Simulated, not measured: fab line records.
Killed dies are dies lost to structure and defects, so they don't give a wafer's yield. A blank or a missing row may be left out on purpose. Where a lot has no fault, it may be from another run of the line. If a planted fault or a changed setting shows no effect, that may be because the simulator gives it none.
Matching of chambers :: flow n5 finfet :: N5_DUMMY_GATE_ALD_02 on ald sin-01 has 4 sister chambers
The step deposits SiO2, target thk 2 nm, pulse time 1 s. 18 wafers are shown with their chamber, then 9 later ones without.

## WAFERS WITH THEIR CHAMBER
wafer: L075.2
chamber: 2
heater power outer w (W): 262
heater power w (W): 493
precursor pulse height rel: 1.002

wafer: L075.3
chamber: 3
heater power outer w (W): 310
heater power w (W): 521
precursor pulse height rel: 0.986

wafer: L075.4
chamber: 1
heater power outer w (W): 241
heater power w (W): 459
precursor pulse height rel: 0.997

wafer: L079.2
chamber: 1
heater power outer w (W): 247
heater power w (W): 463
precursor pulse height rel: 1.018

wafer: L079.3
chamber: 2
heater power outer w (W): 266
heater power w (W): 490
precursor pulse height rel: 1.018

wafer: L079.5
chamber: 2
heater power outer w (W): 265
heater power w (W): 507
precursor pulse height rel: 1.037

wafer: L086.1
chamber: 3
heater power outer w (W): 314
heater power w (W): 507
precursor pulse height rel: 0.991

wafer: L086.3
chamber: 1
heater power outer w (W): 234
heater power w (W): 471
precursor pulse height rel: 1.004

wafer: L086.4
chamber: 2
heater power outer w (W): 276
heater power w (W): 525
precursor pulse height rel: 1.027

wafer: L091.1
chamber: 2
heater power outer w (W): 280
heater power w (W): 531
precursor pulse height rel: 0.988

wafer: L091.4
chamber: 1
heater power outer w (W): 242
heater power w (W): 459
precursor pulse height rel: 0.992

wafer: L091.5
chamber: 2
heater power outer w (W): 277
heater power w (W): 507
precursor pulse height rel: 0.978

wafer: L092.1
chamber: 2
heater power outer w (W): 272
heater power w (W): 527
precursor pulse height rel: 1.024

wafer: L092.3
chamber: 1
heater power outer w (W): 240
heater power w (W): 465
precursor pulse height rel: 1.021

wafer: L092.6
chamber: 2
heater power outer w (W): 270
heater power w (W): 522
precursor pulse height rel: 0.977

wafer: L093.2
chamber: 3
heater power outer w (W): 305
heater power w (W): 528
precursor pulse height rel: 0.959

wafer: L093.4
chamber: 0
heater power outer w (W): 244
heater power w (W): 480
precursor pulse height rel: 0.997

wafer: L093.6
chamber: 2
heater power outer w (W): 278
heater power w (W): 515
precursor pulse height rel: 0.977

SIGNATURES, as means of the wafers listed above
reading: heater power outer w
chamber 0: 244.00
chamber 1: 240.80
chamber 2: 271.78
chamber 3: 309.67
scatter within a chamber: 5.71

reading: heater power w
chamber 0: 480.00
chamber 1: 463.40
chamber 2: 513.00
chamber 3: 518.67
scatter within a chamber: 12.2

reading: precursor pulse height rel
chamber 0: 0.99700
chamber 1: 1.00640
chamber 2: 1.00311
chamber 3: 0.97867
scatter within a chamber: 0.0204
Rule: distance of a wafer from a chamber = root of the sum over the readings of ((wafer's reading minus chamber's mean) / reading's scatter) squared. If the next closest chamber is less than 2 further off than the closest, the wafer can't be placed; otherwise it belongs to the closest. The scatter: the root of (the sum of the squares of (reading less its chamber's mean) over the shown wafers, divided by (wafers less chambers)).

## WAFERS WHOSE CHAMBER IS MISSING
wafer: L094.1
heater power outer w (W): 243
heater power w (W): 458
precursor pulse height rel: 1.016

wafer: L094.2
heater power outer w (W): 252
heater power w (W): 469
precursor pulse height rel: 1.013

wafer: L094.6
heater power outer w (W): 302
heater power w (W): 516
precursor pulse height rel: 1.006

wafer: L096.1
heater power outer w (W): 244
heater power w (W): 458
precursor pulse height rel: 1.029

wafer: L096.2
heater power outer w (W): 249
heater power w (W): 474
precursor pulse height rel: 1.020

wafer: L096.6
heater power outer w (W): 307
heater power w (W): 527
precursor pulse height rel: 0.986

wafer: L097.1
heater power outer w (W): 312
heater power w (W): 532
precursor pulse height rel: 1.022

wafer: L097.3
heater power outer w (W): 244
heater power w (W): 464
precursor pulse height rel: 0.979

wafer: L097.5
heater power outer w (W): 268
heater power w (W): 523
precursor pulse height rel: 1.013

## THE CHAMBER EACH PASSED THROUGH
wafer: L094.1
from the rows above: can't be placed: 1 or 0
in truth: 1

wafer: L094.2
from the rows above: can't be placed: 0 or 1
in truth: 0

wafer: L094.6
from the rows above: 3
in truth: 3

wafer: L096.1
from the rows above: can't be placed: 1 or 0
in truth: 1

wafer: L096.2
from the rows above: can't be placed: 0 or 1
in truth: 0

wafer: L096.6
from the rows above: 3
in truth: 3

wafer: L097.1
from the rows above: 3
in truth: 3

wafer: L097.3
from the rows above: can't be placed: 1 or 0
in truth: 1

wafer: L097.5
from the rows above: 2
in truth: 2
Correct placement for 4 of the 9. Cannot be placed on the basis of these rows: 5; the candidates contain the true chamber in 5. Wrongly placed: 0.
